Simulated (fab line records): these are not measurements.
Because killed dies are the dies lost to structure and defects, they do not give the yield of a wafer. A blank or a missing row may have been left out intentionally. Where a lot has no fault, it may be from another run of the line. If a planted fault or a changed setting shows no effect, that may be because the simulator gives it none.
8D (eight disciplines) problem report, filled in by code | flow nand harc | the parts of the form that need people (team, actions taken, sign-off) are left out

## 1. THE PROBLEM
cd nm at NHARC_A_CONTACT_CD_MEAS_42 reads a mean of 286.2 nm on 6 wafers of 2 lots; wafers without a fault read 300.0 nm with a standard deviation of 0.45. That is -31 standard deviations from the usual mean.
The step: target cd 300 nm.
First observed at day 26 12:10: wafer L323.2, on cd sem-01. At this step, 36 wafers from 12 lots have a number in the record. Rule for "out" (also "out of limits"): further than 4 standard deviations from the usual mean. The rest of the wafers with a number are treated as sound.

## 2. WHAT THIS IS AND IS NOT
question                    | is                     | is not
which readings at this step | cd nm                  | -
which lots                  | L323, L327             | L312, L314, L315, L318, L319, L322, L329, L331, L334, L335
which wafers of those lots  | all that have a number | -
read on which gauges        | cd sem-01              | cd sem-02, cd sem-03
when                        | from day 26 12:10      | up to then (18 sound wafers); but 12 sound wafers of L329, L331, L334, L335 came after

## 3. SUSPECTS, AND WHAT RULES EACH OUT
Counting: a tool at any process step up to the reading remains a suspect when it ran all the lots that are out and ran no sound lot after the first of those.
- ruled out: the gauge at NHARC_A_CONTACT_CD_MEAS_42. All the wafers that are out were read on cd sem-01, but those of them that NHARC_A_CONTACT_EXPOSE_39 has rows for are out there too, on other tools.
- rie metal-03 at NHARC_A_WL_FILL_ETCHBACK_17 (etches the open film in Cl2/BCl3, target depth 4 nm, time 26.7 s): kept. It ran every lot that is out, first L323 (day 26 00:02), and no sound lot after that; its last sound lot up to then is L319 (day 23 14:35).
- rie si-01 at NHARC_A_WL_FILL_ETCHBACK_26 (etches the open film in HBr, target depth 52 nm, time 13.3 s): kept. It ran every lot that is out, first L323 (day 26 05:15), and no sound lot after that; its last sound lot up to then is L322 (day 25 17:43).
- arfi scanner-03 at NHARC_A_CONTACT_EXPOSE_39 (exposes mask A CC 3): kept. It ran every lot that is out, first L323 (day 26 12:02), and no sound lot after that; its last sound lot up to then is L319 (day 24 02:38). Out on those wafers are its own readings of exposure dose mJ cm2.
After the count, these remain: rie metal-03 at NHARC_A_WL_FILL_ETCHBACK_17, rie si-01 at NHARC_A_WL_FILL_ETCHBACK_26 and arfi scanner-03 at NHARC_A_CONTACT_EXPOSE_39.

## 4. THE CAUSE (what the simulator had put in)
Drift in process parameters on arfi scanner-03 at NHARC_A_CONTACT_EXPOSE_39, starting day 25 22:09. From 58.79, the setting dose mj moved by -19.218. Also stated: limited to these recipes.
This tool is one of the 3 suspects left after counting.

## 5. SEQUENCE OF EFFECTS, ordered by route
Rows list readings where the struck wafers' mean (over those with a number) sits beyond 3 standard deviations from the usual. Scope: only readings with a usual standard deviation given in the record; hours: median across lots of the time from each lot's start at the first step in this table that gives one to its start at this step; sigmas: change in usual standard deviations.
hours | step                       | reading              | usual    | on struck wafers | change | sigmas
0     | NHARC_A_CONTACT_EXPOSE_39  | exposure dose mJ cm2 | 58.94    | 41.38            | -17.56 | -61
0     | NHARC_A_CONTACT_CD_MEAS_42 | cd nm                | 300.0 nm | 286.2            | -13.8  | -31
The process steps in it:
- NHARC_A_CONTACT_EXPOSE_39: exposes mask A CC 3.
Later measuring or inspecting steps at which every struck wafer that the step has a row for has a number for every such reading, and none has moved that far: NHARC_A_CONTACT_INSPECT_44.

## 6. HOW IT WOULD HAVE BEEN CAUGHT EARLIER
14 hours passed between the start of the fault at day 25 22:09 and the first reading out of limits at a measuring or inspecting step in this record, taken at day 26 12:10.
At NHARC_A_CONTACT_EXPOSE_39, the tool's own readings (exposure dose mJ cm2) were out on each struck wafer the step has a row for, so an alarm limit on them would have fired on the first such wafer.
Lots out: 2; of these, L327 started NHARC_A_CONTACT_EXPOSE_39 on arfi scanner-03 after day 26 12:10. A hold on the tool at that time would have spared it.
